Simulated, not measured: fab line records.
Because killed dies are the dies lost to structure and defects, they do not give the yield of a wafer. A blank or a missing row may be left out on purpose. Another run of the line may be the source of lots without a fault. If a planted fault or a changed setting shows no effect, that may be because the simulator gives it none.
A lot that was struck, set against a sound lot ; flow nandHarc ; 14 steps out of a route of 1302
Sound: the wafers L545.1, L545.3, L545.5. Struck: wafers L555.1, L555.2, L555.4. The cause is named last.
Order at every step that has rows: each side's tool, ch and its chambers, its first start. Under that, the readings that differ: sound wafers ; struck wafers ; difference of the means ; sigmas: that difference in standard deviations of wafers without a fault.
alike: same words and numbers on both sides, and readings whose means sit less than 2 such deviations apart. not compared: any withheld reading, any reading some wafer has no value for, any bound like >300 that may hide the same value, and any number with overlapping values for which the record gives no deviation.
Wherever a step has rows on one side only, a row that says differs or no value, or a row with sigmas, the two part there. When numbers do not overlap yet have no deviation, they are printed without sigmas and do not part them. A reading that every wafer of one side lacks parts them only if that side has two wafers or more.

first, 1 step without rows for these wafers: NHARC_A_CHANNEL_FILL_D1_SRD_12.
NHARC_A_CHANNEL_FILL_D1_INSPECT_13:
  sound on defectInspect-02, day 14 23:30; struck on defectInspect-01, day 19 07:25
  alike: rawDefectCount
NHARC_A_DECK1_JOINT_ETCHBACK_07: etches the open film in HBr, target depth 105 nm, time 26.9 s.
  sound on rieSi-06 ch 0,2,3, day 14 23:34; struck on rieSi-04 ch 1,2, day 19 07:28
  alike: drypumpMotorCurrentA, oesProductAu, throttleValvePct
  not compared: rfHoursCounterH
then, 7 steps without rows for these wafers: NHARC_A_DECK1_JOINT_ETCH_25 (etches SiO2 in dHF, target depth 0.5 nm); NHARC_A_DECK1_JOINT_ETCH_19 (etches poly-Si in TMAH, target depth 3 nm); NHARC_A_DECK1_JOINT_ETCH_18 (etches SiO2 in dHF, target depth 3 nm); NHARC_A_DECK1_JOINT_WET_08 (chemistry H3PO4, time 86 s); NHARC_A_DECK1_JOINT_ETCH_09 (etches SiO2 in dHF, target depth 5 nm); NHARC_A_DECK1_JOINT_WET_10 (chemistry H3PO4, time 86 s); NHARC_A_DECK1_JOINT_ETCH_11 (etches SiO2 in dHF, target depth 35 nm).
NHARC_A_DECK1_JOINT_CVD_12: deposits poly-Si, target thk 90 nm, time 1800 s.
  sound on lpcvdPoly-02 ch 0, day 15 12:38; struck on lpcvdPoly-01 ch 0, day 19 18:52
reading;sound;struck;difference;sigmas
spikeTcBottomC (C);647.1 646.6 645.5;641.2 642.9 639.9;-5.1;-2
zonePowerUpperPct (%);9.1 9.1 9.1;8.4 8.4 8.4;-0.7;-2
  alike: spikeTcCentreC, zonePowerCentrePct
NHARC_A_DECK1_JOINT_CMP_13: polishes, target thk 51.023 nm.
  sound on cmp-02 ch 0,1,3, day 15 15:29; struck on cmp-02 ch 0,1,2, day 19 22:02
reading;sound;struck;difference;sigmas
timeToEndpointS (s);9.9 10.3 11.3;17.1 18.4 15.4;+6.5;+3
  alike: edgeZonePressureFrac, motorCurrentA, slurryFilterDpKPa, slurryFlowMlMin
NHARC_A_DECK1_JOINT_THK_MEAS_14: measures by ellipsometry.
  sound on filmMetro-02, day 15 15:44; struck on filmMetro-02, day 19 22:17
  alike: thkNm
following that, these wafers have no rows for 1 step: NHARC_END_SORT_01.

WHERE THEY PART
First at NHARC_A_DECK1_JOINT_CVD_12; last, within this record, at NHARC_A_DECK1_JOINT_CMP_13. Later steps at which nothing parts them and some readings are alike: NHARC_A_DECK1_JOINT_THK_MEAS_14.

WHY: whatever the simulator had introduced
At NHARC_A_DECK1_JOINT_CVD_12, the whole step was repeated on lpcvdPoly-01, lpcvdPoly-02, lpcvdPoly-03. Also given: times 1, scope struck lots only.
